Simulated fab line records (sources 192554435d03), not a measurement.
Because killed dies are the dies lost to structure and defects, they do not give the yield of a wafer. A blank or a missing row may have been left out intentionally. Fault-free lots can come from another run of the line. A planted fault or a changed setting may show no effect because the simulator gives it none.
fab line records	flow n5_finfet
record lots=5	wafers=15	last_day=19
route steps=1938 shown BEOL_M13@1710 BEOL_M14@1716
lots that met no fault: from a run of the same line without faults
start_h: start of the lot's first displayed wafer, in hours after the record's first day	wait_h: hours elapsed since this lot's preceding step	" same as the row above	L1.1+2: several wafers, shown together as one row	- no value, or no start was given	* or withheld: withheld	< > ~ a bound
route shown NAME@n: a module of which the file shows steps, and the number in the route of the first	usual: mean/standard deviation taken from wafers without a fault	same: alike in all rows	chamber/n: place in a boat	sites: the reading at each site	_std_site: standard deviation of those values	_edge_site: outer sites' mean less inner sites'	radius_mm: how far each site lies from the wafer's centre	mask NAME#n: copy n	behind: tool/chamber where the wafer was last shaped	hold: why the lot was held/for how many hours/how that ended	device: whichever transistor did not switch (one of n, p or np)	end of line: the route-end tests of the same wafers	where a step has no rows: the recipe by itself	killed: at the first sort, the dies lost to defects and structure; wafer yield is something else	map: dies across one wafer; x = killed, . = not, _ = none there
set.NAME: the setting that was run; set.NAME@STEP: the one run at that earlier step	model.NAME: the simulator's own value behind a step, which no gauge read
a table for each step, a row for each wafer; lots at some steps of the route
services: the hour from which a tool's chamber was out of use, counted from the record's first day as start_h (under 0 if before that day), plus the number of hours and why
## steps
# step N5_BEOL_M13_CMP_49
# recipe stop_on=SiOC	t_overpolish_s=17.1	down_force_psi=1	platen_rpm=50	clearing_platen_down_force_psi=1.5	clearing_platen_rpm=50	post_cmp_clean=cu_alkaline	target_thk_nm=420	clearing_platen_pad_velocity_m_s=0.99484	pad_velocity_m_s=0.99484
# usual barrier_field_endpoint_s=30.5/0.78	edge_zone_pressure_frac=1.000/0.0051	motor_current_A=6.0/0.55	overpolish_run_s=17.099/0.0098
lot.wafer	tool	chamber	start_h	wait_h	barrier_field_endpoint_s	edge_zone_pressure_frac	motor_current_A	overpolish_run_s
L077.4	cmp-04	2	274.86	0.1	29.6	1.002	7.1	17.097
L077.2	"	3	"	"	29.1	0.994	6.3	17.096
L077.3	"	1	"	"	28.8	1.003	6.6	17.099
L081.3	cmp-01	0	293.97	0.2	30.2	0.998	5.1	17.103
L081.1	"	3	"	"	30.2	0.997	6.4	17.084
L081.6	"	1	"	"	30.6	1.002	6.1	17.113
L089.4	cmp-01	0	343.63	0.2	30.2	0.999	5.2	17.083
L089.6	"	2	"	"	30.1	0.999	5.3	17.085
L089.5	"	3	"	"	30.8	1.007	6.2	17.088
L095.1	cmp-04	2	414.33	0.3	30.3	1.001	7.2	17.108
L095.6	"	1	"	"	31.4	1.009	6.5	17.105
L095.5	"	2	"	"	30.9	1.000	7.3	17.103
L096.2	cmp-02	0	419.90	0.2	29.1	1.004	6.5	17.102
L096.4	"	1	"	"	29.4	1.006	5.3	17.105
L096.6	"	0	"	"	29.8	1.002	6.7	17.103
# step N5_BEOL_M13_THK_MEAS_50
# recipe thk_meas_gauge=xrf	reads=Cu_of_BEOL_M13_ECD_47
# usual M13_THK=419/7.2
lot.wafer	tool	chamber	start_h	wait_h	M13_THK[nm]
L077.2	film_metro-02	-	275.16	-	416
L077.3	"	-	"	"	423
L077.4	"	-	"	"	418
L081.1	film_metro-02	-	294.26	-	423
L081.3	"	-	"	"	409
L081.6	"	-	"	"	414
L089.4	film_metro-02	-	343.85	-	421
L089.5	"	-	"	"	424
L089.6	"	-	"	"	426
L095.1	film_metro-02	-	414.59	-	426
L095.5	"	-	"	"	416
L095.6	"	-	"	"	419
L096.2	film_metro-01	-	420.19	-	435
L096.4	"	-	"	"	426
L096.6	"	-	"	"	428
# step N5_BEOL_M13_PRE_CLEAN_52
# recipe gas=NH3	time_s=15	temp_c=withheld	rf_power_w=300
# same time_s=15
lot.wafer	tool	chamber	start_h	wait_h
L077.2+3+4	pecvd-04	0,1,2	275.19	0.0
L081.1+3+6	pecvd-02	1,0,1	294.30	0.0
L089.4+5+6	pecvd-03	1,0,2	343.90	0.0
L095.1+5+6	pecvd-03	1,2,1	414.63	0.0
L096.2+4+6	pecvd-02	1,0,2	420.23	0.0
# step N5_BEOL_M13_DEP_53
# recipe material=SiCN	target_thk_a=500	temp_c=withheld	precursor=3MS/NH3	pressure_torr=3	rf_w=675	time_s=17.8
# usual showerhead_plenum_p_Torr=4.168/0.018	throttle_valve_pct=18.0/0.99
# same time_s=17.8
lot.wafer	tool	chamber	start_h	wait_h	showerhead_plenum_p_Torr	throttle_valve_pct
L077.2	pecvd-04	0	275.22	0.0	4.117	20.0
L077.3	"	1	"	"	4.194	18.9
L077.4	"	2	"	"	4.172	17.6
L081.1	pecvd-02	1	294.32	0.0	4.171	18.2
L081.3	"	0	"	"	4.176	19.2
L081.6	"	1	"	"	4.179	18.1
L089.4	pecvd-03	1	343.93	0.0	4.173	17.7
L089.5	"	0	"	"	4.180	17.9
L089.6	"	2	"	"	4.191	16.6
L095.1	pecvd-03	1	414.65	0.0	4.168	17.5
L095.5	"	2	"	"	4.187	16.9
L095.6	"	1	"	"	4.168	17.6
L096.2	pecvd-02	1	420.25	0.0	4.166	18.3
L096.4	"	0	"	"	4.169	19.4
L096.6	"	2	"	"	4.166	17.5
# step N5_BEOL_M13_RS_MEAS_54
# recipe thk_meas_gauge=four-point-probe	reads=Cu_of_BEOL_M13_ECD_47+Ta_of_BEOL_M13_SPUTTER_44+TaN_of_BEOL_M13_SPUTTER_43
# usual M13_RS=0.0450/0.0007
lot.wafer	tool	chamber	start_h	wait_h	M13_RS[ohm/sq]
L077.2	film_metro-02	-	275.28	0.1	0.0454
L077.3	"	-	"	"	0.0447
L077.4	"	-	"	"	0.0453
L081.1	film_metro-01	-	294.39	0.0	0.0447
L081.3	"	-	"	"	0.0462
L081.6	"	-	"	"	0.0456
L089.4	film_metro-01	-	343.98	0.0	0.0449
L089.5	"	-	"	"	0.0449
L089.6	"	-	"	"	0.0447
L095.1	film_metro-01	-	414.72	0.0	0.0441
L095.5	"	-	"	"	0.0451
L095.6	"	-	"	"	0.0447
L096.2	film_metro-01	-	420.32	0.1	0.0436
L096.4	"	-	"	"	0.0443
L096.6	"	-	"	"	0.0443
# step N5_BEOL_M13_INSPECT_55
# recipe inspect_instrument=darkfield	mode=post_dep
# usual raw_defect_count=63/23
lot.wafer	tool	chamber	start_h	wait_h	raw_defect_count
L077.2	defect_inspect-01	-	275.31	0.0	94
L077.3	"	-	"	"	105
L077.4	"	-	"	"	117
L081.1	defect_inspect-01	-	294.42	0.0	93
L081.3	"	-	"	"	44
L081.6	"	-	"	"	64
L089.4	defect_inspect-01	-	344.00	0.0	51
L089.5	"	-	"	"	89
L089.6	"	-	"	"	22
L095.1	defect_inspect-01	-	414.75	0.0	70
L095.5	"	-	"	"	104
L095.6	"	-	"	"	68
L096.2	defect_inspect-02	-	420.35	0.0	49
L096.4	"	-	"	"	31
L096.6	"	-	"	"	56
# step N5_BEOL_M14_ILD_DEP_00
# recipe material=SiO2	target_thk_a=11193	temp_c=400	precursor=TEOS/O2	pressure_torr=6.5	rf_w=900	teos_flow_sccm=161.4	gas=O2	flow_sccm=2650	time_s=237.4
# usual heater_power_w=581/110	showerhead_plenum_p_Torr=8.35/0.039	throttle_valve_pct=18.8/0.97
# same time_s=237.4
lot.wafer	tool	chamber	start_h	wait_h	heater_power_w	showerhead_plenum_p_Torr	throttle_valve_pct
L077.2	pecvd-01	1	275.35	0.0	653	8.37	18.6
L077.3	"	2	"	"	439	8.37	18.6
L077.4	"	1	"	"	704	8.39	18.6
L081.1	pecvd-01	2	294.45	0.0	506	8.37	18.8
L081.3	"	0	"	"	542	8.31	19.3
L081.6	"	0	"	"	637	8.30	18.9
L089.4	pecvd-04	1	344.12	0.1	557	8.39	19.8
L089.5	"	2	"	"	599	8.35	18.3
L089.6	"	0	"	"	830	8.28	20.8
L095.1	pecvd-04	0	414.78	0.0	783	8.28	21.0
L095.5	"	2	"	"	508	8.37	18.4
L095.6	"	0	"	"	639	8.28	21.0
L096.2	pecvd-04	2	420.38	0.0	563	8.35	18.1
L096.4	"	0	"	"	775	8.27	21.0
L096.6	"	2	"	"	690	8.36	18.3
# step N5_BEOL_M14_THK_MEAS_01
# recipe reads=SiO2_of_BEOL_M14_ILD_DEP_00
# usual M14_ILD_THK=1124/14
lot.wafer	tool	chamber	start_h	wait_h	M14_ILD_THK[nm]
L077.2	film_metro-01	-	275.54	0.1	1121
L077.3	"	-	"	"	1116
L077.4	"	-	"	"	1133
L081.1	film_metro-01	-	294.64	0.1	1119
L081.3	"	-	"	"	1112
L081.6	"	-	"	"	1125
L089.4	film_metro-01	-	344.23	0.0	1148
L089.5	"	-	"	"	1110
L089.6	"	-	"	"	1138
L095.1	film_metro-01	-	415.05	0.2	1116
L095.5	"	-	"	"	1120
L095.6	"	-	"	"	1149
L096.2	film_metro-01	-	420.67	0.2	1128
L096.4	"	-	"	"	1142
L096.6	"	-	"	"	1136
# step N5_BEOL_M14_COAT_58
# recipe resist=BARC	temp_c=205	time_s=60	spin_rpm=1500	resist_thk_nm=89
# usual spin_speed_rpm=1499.7/1
# same time_s=60
lot.wafer	tool	chamber	start_h	wait_h	spin_speed_rpm
L077.2	litho_track-02	0	275.57	0.0	1499.0
L077.3	"	0	"	"	1498.7
L077.4	"	0	"	"	1500.6
L081.1	litho_track-02	0	294.68	0.0	1499.8
L081.3	"	0	"	"	1499.6
L081.6	"	0	"	"	1498.4
L089.4	litho_track-02	0	344.26	0.0	1500.4
L089.5	"	0	"	"	1501.3
L089.6	"	0	"	"	1499.7
L095.1	litho_track-03	0	415.08	0.0	1499.7
L095.5	"	0	"	"	1499.6
L095.6	"	0	"	"	1498.1
L096.2	litho_track-03	0	420.70	0.0	1499.0
L096.4	"	0	"	"	1498.5
L096.6	"	0	"	"	1500.2
# step N5_BEOL_M14_COAT_04
# recipe spin_rpm=1704	resist_thk_nm=800
# usual spin_speed_rpm=1704.1/1.2
lot.wafer	tool	chamber	start_h	wait_h	spin_speed_rpm
L077.2	litho_track-02	0	-	-	1704.8
L077.3	"	0	"	"	1704.1
L077.4	"	0	"	"	1705.1
L081.1	litho_track-02	0	-	-	1704.4
L081.3	"	0	"	"	1705.5
L081.6	"	0	"	"	1703.8
L089.4	litho_track-02	0	-	-	1704.6
L089.5	"	0	"	"	1705.0
L089.6	"	0	"	"	1705.0
L095.1	litho_track-03	0	-	-	1700.7
L095.5	"	0	"	"	1702.2
L095.6	"	0	"	"	1703.1
L096.2	litho_track-03	0	-	-	1703.9
L096.4	"	0	"	"	1703.9
L096.6	"	0	"	"	1705.5
# step N5_BEOL_M14_EBR_06
# recipe solvent=PGMEA	ebr_width_mm=1.5
# same ebr_width_mm=1.5
lot.wafer	tool	chamber	start_h	wait_h
L077.2+3+4	litho_track-02	0	-	-
L081.1+3+6	litho_track-02	0	-	-
L089.4+5+6	litho_track-02	0	-	-
L095.1+5+6	litho_track-03	0	-	-
L096.2+4+6	litho_track-03	0	-	-
# step N5_BEOL_M14_SOFTBAKE_05
# recipe temp_c=130	time_s=60
# same time_s=60
lot.wafer	tool	chamber	start_h	wait_h
L077.2+3+4	litho_track-02	0	-	-
L081.1+3+6	litho_track-02	0	-	-
L089.4+5+6	litho_track-02	0	-	-
L095.1+5+6	litho_track-03	0	-	-
L096.2+4+6	litho_track-03	0	-	-
# step N5_BEOL_M14_EXPOSE_07
# recipe mask_id=V13	na=0.8	source_shape=annular	sigma_inner=0.5	sigma_outer=0.8	polarization=unpolarized	attpsm_phase_deg=180	dose_mj=57
# same sigma_outer=0.8
lot.wafer	tool	chamber	start_h	wait_h	mask
L077.2+3+4	krf_scanner-02	0	275.67	-	V13#0
L081.1+3+6	krf_scanner-02	0	294.90	-	V13#0
L089.4+5+6	krf_scanner-02	0	344.38	-	V13#0
L095.1+5+6	krf_scanner-02	0	415.31	-	V13#0
L096.2+4+6	krf_scanner-02	0	420.81	-	V13#0
# step N5_BEOL_M14_PEB_08
# recipe peb_temp_c=130	peb_time_s=90
lot.wafer	tool	chamber	start_h	wait_h
L077.2+3+4	litho_track-03	0	275.73	0.0
L081.1+3+6	litho_track-02	0	294.96	0.1
L089.4+5+6	litho_track-02	0	344.42	0.0
L095.1+5+6	litho_track-02	0	415.37	0.1
L096.2+4+6	litho_track-05	0	420.86	0.0
# step N5_BEOL_M14_DEVELOP_09
# recipe develop_time_s=45	rinse_liquid=diw	dry=air_spin	dev_temp_c=21
# same develop_time_s=45
lot.wafer	tool	chamber	start_h	wait_h
L077.2+3+4	litho_track-03	0	-	-
L081.1+3+6	litho_track-02	0	-	-
L089.4+5+6	litho_track-02	0	-	-
L095.1+5+6	litho_track-02	0	-	-
L096.2+4+6	litho_track-05	0	-	-
# step N5_BEOL_M14_HARDBAKE_14
# recipe temp_c=130	time_s=120
# same time_s=120
lot.wafer	tool	chamber	start_h	wait_h
L077.2+3+4	litho_track-03	0	-	-
L081.1+3+6	litho_track-02	0	-	-
L089.4+5+6	litho_track-02	0	-	-
L095.1+5+6	litho_track-02	0	-	-
L096.2+4+6	litho_track-05	0	-	-
# step N5_BEOL_M14_CD_MEAS_10
# recipe target_cd_nm=250	landing_energy_ev=500	detector=se_inlens	polarity=opening
# usual cd_nm=250.3/1.8
lot.wafer	tool	chamber	start_h	wait_h	cd_nm
L077.2	cd_sem-01	0	275.84	-	251.8
L077.3	"	0	"	"	252.8
L077.4	"	0	"	"	251.3
L081.1	cd_sem-01	0	295.08	-	251.4
L081.3	"	0	"	"	250.0
L081.6	"	0	"	"	251.5
L089.4	cd_sem-01	0	344.54	-	247.8
L089.5	"	0	"	"	249.1
L089.6	"	0	"	"	248.3
L095.1	cd_sem-02	0	415.48	-	251.1
L095.5	"	0	"	"	251.7
L095.6	"	0	"	"	250.9
L096.2	cd_sem-02	0	420.98	-	248.4
L096.4	"	0	"	"	249.4
L096.6	"	0	"	"	248.1
# step N5_BEOL_M14_OVL_MEAS_11
# recipe points_per_wafer=44
# usual V13_OVL=0/6.9
lot.wafer	tool	chamber	start_h	wait_h	V13_OVL[nm]
L077.2	overlay-02	0	275.87	0.0	-7
L077.3	"	0	"	"	0
L077.4	"	0	"	"	2
L081.1	overlay-01	0	295.11	0.0	-5
L081.3	"	0	"	"	-3
L081.6	"	0	"	"	7
L089.4	overlay-01	0	344.57	0.0	13
L089.5	"	0	"	"	-7
L089.6	"	0	"	"	12
L095.1	overlay-02	0	415.51	0.0	-8
L095.5	"	0	"	"	-3
L095.6	"	0	"	"	-3
L096.2	overlay-02	0	421.01	0.0	16
L096.4	"	0	"	"	13
L096.6	"	0	"	"	9
# step N5_BEOL_M14_INSPECT_12
# recipe mode=adi	inspect_instrument=macro
# usual raw_defect_count=2.0/1.3
lot.wafer	tool	chamber	start_h	wait_h	raw_defect_count
L077.2	defect_inspect-01	-	275.90	0.0	3
L077.3	"	-	"	"	2
L077.4	"	-	"	"	1
L081.1	defect_inspect-02	-	295.13	0.0	2
L081.3	"	-	"	"	2
L081.6	"	-	"	"	2
L089.4	defect_inspect-02	-	344.59	0.0	2
L089.5	"	-	"	"	2
L089.6	"	-	"	"	1
L095.1	defect_inspect-01	-	415.54	0.0	4
L095.5	"	-	"	"	1
L095.6	"	-	"	"	1
L096.2	defect_inspect-01	-	421.03	0.0	3
L096.4	"	-	"	"	0
L096.6	"	-	"	"	2
# step N5_BEOL_M14_DESCUM_15
# recipe chemistry=O2	time_s=7.9	source_power_w=50	bias_power_w=20	pressure_mtorr=20	rf_frequency_hz=2.712e+07	temp_c=40	o2_flow_sccm=225
# usual drypump_motor_current_A=5.6/0.49	oes_product_au=0.80/0.081	rf_vpp_V=243.2/1.6	showerhead_plenum_p_Torr=2.10/0.082	throttle_valve_pct=20.42/0.26
# same time_s=7.9
lot.wafer	tool	chamber	start_h	wait_h	drypump_motor_current_A	oes_product_au	rf_hours_counter_h	rf_vpp_V	showerhead_plenum_p_Torr	throttle_valve_pct
L077.2	rie_diel-05	1	275.93	0.0	5.1	0.89	34	243.0	2.15	20.64
L077.3	"	0	"	"	6.4	0.72	205	241.8	1.98	20.41
L077.4	"	3	"	"	5.6	0.93	5	244.6	2.14	20.38
L081.1	rie_diel-06	1	295.16	0.0	5.8	0.74	180	240.5	2.00	20.54
L081.3	"	0	"	"	5.8	0.86	70	244.6	2.20	20.38
L081.6	"	0	"	"	5.8	0.85	-	246.2	2.20	20.40
L089.4	rie_diel-06	0	344.62	0.0	5.8	0.84	87	245.0	2.19	20.38
L089.5	"	3	"	"	6.0	0.74	-	244.8	2.19	20.80
L089.6	"	0	"	"	5.8	0.84	-	245.8	2.19	20.40
L095.1	rie_diel-05	2	415.57	0.0	5.2	0.82	89	246.2	2.19	20.06
L095.5	"	2	"	"	5.2	0.83	-	244.9	2.19	20.05
L095.6	"	3	"	"	5.6	0.84	-	243.6	2.13	20.46
L096.2	rie_diel-04	3	421.07	0.0	5.8	0.70	247	241.4	1.97	20.72
L096.4	"	3	"	"	5.8	0.70	-	241.6	1.97	20.73
L096.6	"	0	"	"	4.7	0.74	-	242.9	2.07	20.28
# step N5_BEOL_M14_ETCH_59
# recipe chemistry=N2/H2	target=BARC	target_depth_a=890	overetch_a=267	time_s=67.9	ion_energy_ev=200	pressure_mtorr=30	source_w=840	bias_w=150	n2_flow_sccm=200	h2_flow_sccm=200
# usual drypump_motor_current_A=5.6/0.49	oes_product_au=0.68/0.064	rf_vpp_V=524.0/2.9	showerhead_plenum_p_Torr=2.54/0.097	throttle_valve_pct=17.81/0.27
# same time_s=67.9
lot.wafer	tool	chamber	start_h	wait_h	drypump_motor_current_A	oes_product_au	rf_hours_counter_h	rf_vpp_V	showerhead_plenum_p_Torr	throttle_valve_pct
L077.2	rie_diel-05	1	275.97	0.0	5.1	0.75	34	526.0	2.58	17.78
L077.3	"	0	"	"	6.5	0.61	205	520.2	2.42	17.87
L077.4	"	3	"	"	5.6	0.79	5	525.5	2.58	17.61
L081.1	rie_diel-06	1	295.20	0.0	5.8	0.62	180	520.6	2.43	17.96
L081.3	"	0	"	"	5.9	0.73	70	528.2	2.69	18.06
L081.6	"	0	"	"	5.8	0.72	-	528.3	2.69	18.06
L089.4	rie_diel-06	0	344.66	0.0	5.8	0.71	87	526.5	2.69	18.07
L089.5	"	3	"	"	6.0	0.63	-	524.6	2.65	18.02
L089.6	"	0	"	"	5.8	0.70	-	528.5	2.69	18.07
L095.1	rie_diel-05	2	415.61	0.0	5.2	0.70	89	528.7	2.66	17.39
L095.5	"	2	"	"	5.2	0.70	-	527.3	2.66	17.37
L095.6	"	3	"	"	5.6	0.71	-	524.9	2.57	17.69
L096.2	rie_diel-04	3	421.10	0.0	5.7	0.60	247	520.6	2.38	18.07
L096.4	"	3	"	"	5.8	0.60	-	521.2	2.38	18.08
L096.6	"	0	"	"	4.8	0.63	-	522.9	2.52	17.83
# step N5_BEOL_M14_VIA_ETCH_16
# recipe chemistry=C4F8/O2/Ar	target=SiO2	he_inner_torr=15	he_outer_torr=30	target_depth_a=12313	time_s=withheld	ion_energy_ev=800	pressure_mtorr=20	source_w=1905	bias_w=2040	Ar_flow_sccm=400	C4F8_flow_sccm=16	O2_flow_sccm=12	ends=cleared
# usual drypump_motor_current_A=5.6/0.48	he_inner_torr=14.996/0.03	oes_product_au=0.72/0.073	rf_vpp_V=2243/45	showerhead_plenum_p_Torr=3.44/0.12	throttle_valve_pct=30.9/0.34
lot.wafer	tool	chamber	start_h	wait_h	drypump_motor_current_A	he_inner_torr	oes_product_au	rf_vpp_V	showerhead_plenum_p_Torr	throttle_valve_pct
L077.2	rie_diel-05	1	276.02	0.0	5.2	14.996	0.81	2291	3.52	31.3
L077.3	"	0	"	"	6.4	15.026	0.64	2192	3.29	30.9
L077.4	"	3	"	"	5.5	14.973	0.84	2233	3.48	30.6
L081.1	rie_diel-06	1	295.25	0.0	5.9	14.997	0.66	2285	3.30	31.0
L081.3	"	0	"	"	5.8	15.020	0.76	2162	3.63	31.0
L081.6	"	0	"	"	5.8	14.974	0.77	2162	3.63	31.0
L089.4	rie_diel-06	0	344.71	0.0	5.8	14.970	0.75	2161	3.62	31.0
L089.5	"	3	"	"	6.0	15.019	0.66	2200	3.55	31.1
L089.6	"	0	"	"	5.8	14.973	0.76	2161	3.62	31.0
L095.1	rie_diel-05	2	415.66	0.0	5.2	14.966	0.75	2211	3.58	30.3
L095.5	"	2	"	"	5.2	15.013	0.75	2210	3.58	30.3
L095.6	"	3	"	"	5.6	14.952	0.77	2230	3.46	30.6
L096.2	rie_diel-04	3	421.15	0.0	5.7	15.001	0.63	2213	3.26	31.1
L096.4	"	3	"	"	5.8	14.983	0.63	2214	3.25	31.1
L096.6	"	0	"	"	4.8	15.010	0.67	2304	3.43	30.9
# step N5_BEOL_M14_STRIP_63
# recipe chemistry=O2	power_w=600	temp_c=60	pressure_mtorr=30	rf_frequency_hz=6e+07	bias_power_w=0	overash_fraction=0.3	o2_flow_sccm=225
# usual drypump_motor_current_A=5.6/0.48	oes_product_au=0.79/0.081	rf_vpp_V=3.6/0.94	showerhead_plenum_p_Torr=2.10/0.082	throttle_valve_pct=16.66/0.24
lot.wafer	tool	chamber	start_h	wait_h	drypump_motor_current_A	oes_product_au	rf_hours_counter_h	rf_vpp_V	showerhead_plenum_p_Torr	throttle_valve_pct
L077.2	rie_diel-05	1	-	-	5.2	0.89	34	3.8	2.15	16.79
L077.3	"	0	"	"	6.4	0.72	205	5.2	1.99	16.70
L077.4	"	3	"	"	5.6	0.93	5	2.8	2.15	16.60
L081.1	rie_diel-06	1	-	-	5.8	0.73	180	4.3	2.00	16.79
L081.3	"	0	"	"	5.8	0.84	70	3.2	2.20	16.65
L081.6	"	0	"	"	5.8	0.87	-	4.9	2.20	16.64
L089.4	rie_diel-06	0	-	-	5.9	0.85	87	4.6	2.20	16.67
L089.5	"	3	"	"	6.1	0.73	-	4.1	2.20	16.96
L089.6	"	0	"	"	5.8	0.83	-	3.6	2.20	16.68
L095.1	rie_diel-05	2	-	-	5.2	0.83	89	3.6	2.20	16.35
L095.5	"	2	"	"	5.2	0.82	-	3.1	2.20	16.35
L095.6	"	3	"	"	5.5	0.87	-	2.4	2.13	16.70
L096.2	rie_diel-04	3	-	-	5.8	0.69	247	3.2	1.97	16.99
L096.4	"	3	"	"	5.7	0.69	-	2.9	1.97	17.01
L096.6	"	0	"	"	4.7	0.73	-	2.8	2.08	16.54
# step N5_BEOL_M14_STRIP_64
# recipe chemistry=O2	power_w=600	temp_c=60	pressure_mtorr=30	rf_frequency_hz=6e+07	bias_power_w=0	overash_fraction=0.3	o2_flow_sccm=225
# usual drypump_motor_current_A=5.6/0.49	oes_product_au=0.80/0.081	rf_vpp_V=3.7/0.48	showerhead_plenum_p_Torr=2.10/0.081	throttle_valve_pct=16.67/0.24
lot.wafer	tool	chamber	start_h	wait_h	drypump_motor_current_A	oes_product_au	rf_hours_counter_h	rf_vpp_V	showerhead_plenum_p_Torr	throttle_valve_pct
L077.2	rie_diel-05	1	-	-	5.1	0.91	34	3.3	2.15	16.77
L077.3	"	0	"	"	6.5	0.73	205	3.7	1.99	16.72
L077.4	"	3	"	"	5.5	0.94	5	3.7	2.15	16.62
L081.1	rie_diel-06	1	-	-	5.8	0.73	180	4.2	2.00	16.80
L081.3	"	0	"	"	5.8	0.85	70	4.5	2.20	16.64
L081.6	"	0	"	"	5.8	0.86	-	3.6	2.20	16.64
L089.4	rie_diel-06	0	-	-	5.8	0.84	87	4.0	2.20	16.67
L089.5	"	3	"	"	6.0	0.73	-	4.1	2.20	16.99
L089.6	"	0	"	"	5.8	0.84	-	3.8	2.20	16.66
L095.1	rie_diel-05	2	-	-	5.2	0.83	89	2.9	2.20	16.36
L095.5	"	2	"	"	5.2	0.84	-	3.0	2.20	16.37
L095.6	"	3	"	"	5.6	0.85	-	4.0	2.13	16.68
L096.2	rie_diel-04	3	-	-	5.7	0.69	247	4.2	1.97	17.00
L096.4	"	3	"	"	5.8	0.69	-	3.6	1.97	17.00
L096.6	"	0	"	"	4.7	0.74	-	4.0	2.08	16.54
# step N5_BEOL_M14_STRIP_71
# recipe chemistry=post_etch_residue_remover	time_s=60	temp_c=25	remover_ph=withheld	remover_water_wt_pct=withheld	remover_fluoride_wt_pct=withheld
# same time_s=60
lot.wafer	tool	chamber	start_h	wait_h
L077.2+3+4	wet_bench-03	6,0,1	276.31	-
L081.1+3+6	wet_bench-02	3,4,0	295.54	-
L089.4+5+6	wet_bench-01	2,4,1	345.00	-
L095.1+5+6	wet_bench-01	4,1,5	415.95	-
L096.2+4+6	wet_bench-03	3,4,1	421.44	-
# step N5_BEOL_M14_SRD_72
# recipe time_s=30	temp_c=23	rinse_liquid=diw	dry=n2_spin	spin_rpm=1500	dry_time_s=30
# same time_s=30
lot.wafer	tool	chamber	start_h	wait_h
L077.2+3+4	wet_bench-03	6,0,1	276.33	0.0
L081.1+3+6	wet_bench-02	3,4,0	295.56	0.0
L089.4+5+6	wet_bench-01	2,4,1	345.02	0.0
L095.1+5+6	wet_bench-01	4,1,5	415.97	0.0
L096.2+4+6	wet_bench-03	3,4,1	421.46	0.0
# step N5_BEOL_M14_CD_MEAS_17
# recipe target_cd_nm=250	polarity=opening
# usual cd_nm=251.2/1.9
lot.wafer	tool	chamber	start_h	wait_h	cd_nm
L077.2	cd_sem-01	-	276.37	0.0	253.1
L077.3	"	-	"	"	252.1
L077.4	"	-	"	"	252.7
L081.1	cd_sem-03	-	295.60	0.0	251.4
L081.3	"	-	"	"	250.5
L081.6	"	-	"	"	251.3
L089.4	cd_sem-02	-	345.06	0.0	248.4
L089.5	"	-	"	"	250.9
L089.6	"	-	"	"	249.4
L095.1	cd_sem-01	-	416.01	0.0	253.4
L095.5	"	-	"	"	253.8
L095.6	"	-	"	"	253.4
L096.2	cd_sem-01	-	421.50	0.0	250.9
L096.4	"	-	"	"	251.5
L096.6	"	-	"	"	249.3
# step N5_BEOL_M14_COAT_65
# recipe resist=SOC	temp_c=250	time_s=60	spin_rpm=1500	resist_thk_nm=450
# usual spin_speed_rpm=1499.8/0.95
# same time_s=60
lot.wafer	tool	chamber	start_h	wait_h	spin_speed_rpm
L077.2	litho_track-05	0	276.41	0.0	1500.9
L077.3	"	0	"	"	1500.4
L077.4	"	0	"	"	1498.5
L081.1	litho_track-02	0	295.63	0.0	1500.4
L081.3	"	0	"	"	1500.6
L081.6	"	0	"	"	1499.7
L089.4	litho_track-02	0	345.10	0.0	1497.3
L089.5	"	0	"	"	1500.6
L089.6	"	0	"	"	1498.9
L095.1	litho_track-03	0	416.04	0.0	1500.5
L095.5	"	0	"	"	1499.6
L095.6	"	0	"	"	1499.6
L096.2	litho_track-03	0	421.54	0.0	1500.1
L096.4	"	0	"	"	1498.4
L096.6	"	0	"	"	1498.9
# step N5_BEOL_M14_COAT_66
# recipe resist=SiARC	temp_c=220	time_s=60	spin_rpm=1500	resist_thk_nm=110
# usual spin_speed_rpm=1500.1/0.93
# same time_s=60
lot.wafer	tool	chamber	start_h	wait_h	spin_speed_rpm
L077.2	litho_track-05	0	-	-	1499.6
L077.3	"	0	"	"	1500.6
L077.4	"	0	"	"	1500.0
L081.1	litho_track-02	0	-	-	1501.2
L081.3	"	0	"	"	1502.5
L081.6	"	0	"	"	1502.1
L089.4	litho_track-02	0	-	-	1499.9
L089.5	"	0	"	"	1499.5
L089.6	"	0	"	"	1501.2
L095.1	litho_track-03	0	-	-	1499.1
L095.5	"	0	"	"	1499.2
L095.6	"	0	"	"	1499.4
L096.2	litho_track-03	0	-	-	1500.6
L096.4	"	0	"	"	1499.9
L096.6	"	0	"	"	1499.1
## services
tool	chamber	start_h	hours	kind
krf_scanner-02	-	263.08	1.0	pm
pecvd-02	-	264.28	5.5	pm
cmp-01	-	269.52	5.5	repair
krf_scanner-02	-	269.53	2.5	repair
rie_diel-04	3	270.27	1.4	repair
rie_diel-05	1	276.52	6.8	repair
cmp-04	-	296.61	0.9	repair
wet_bench-02	-	296.68	1.9	pm
wet_bench-03	-	311.85	1.9	pm
rie_diel-05	2	314.84	9.9	repair
krf_scanner-02	-	318.54	0.8	pm
pecvd-03	-	324.74	0.7	repair
cmp-04	-	329.53	6.7	pm
cmp-04	-	341.12	1.1	repair
rie_diel-04	-	349.59	0.2	repair
krf_scanner-02	-	350.95	1.3	pm
rie_diel-04	1	363.68	6.5	repair
pecvd-02	1	369.50	7.5	repair
rie_diel-05	3	386.33	11.0	repair
cmp-04	-	386.88	4.0	pm
rie_diel-06	3	389.38	10.4	repair
krf_scanner-02	-	391.57	1.0	pm
pecvd-01	-	391.84	0.6	repair
pecvd-04	-	393.60	1.3	repair
## key
fault none
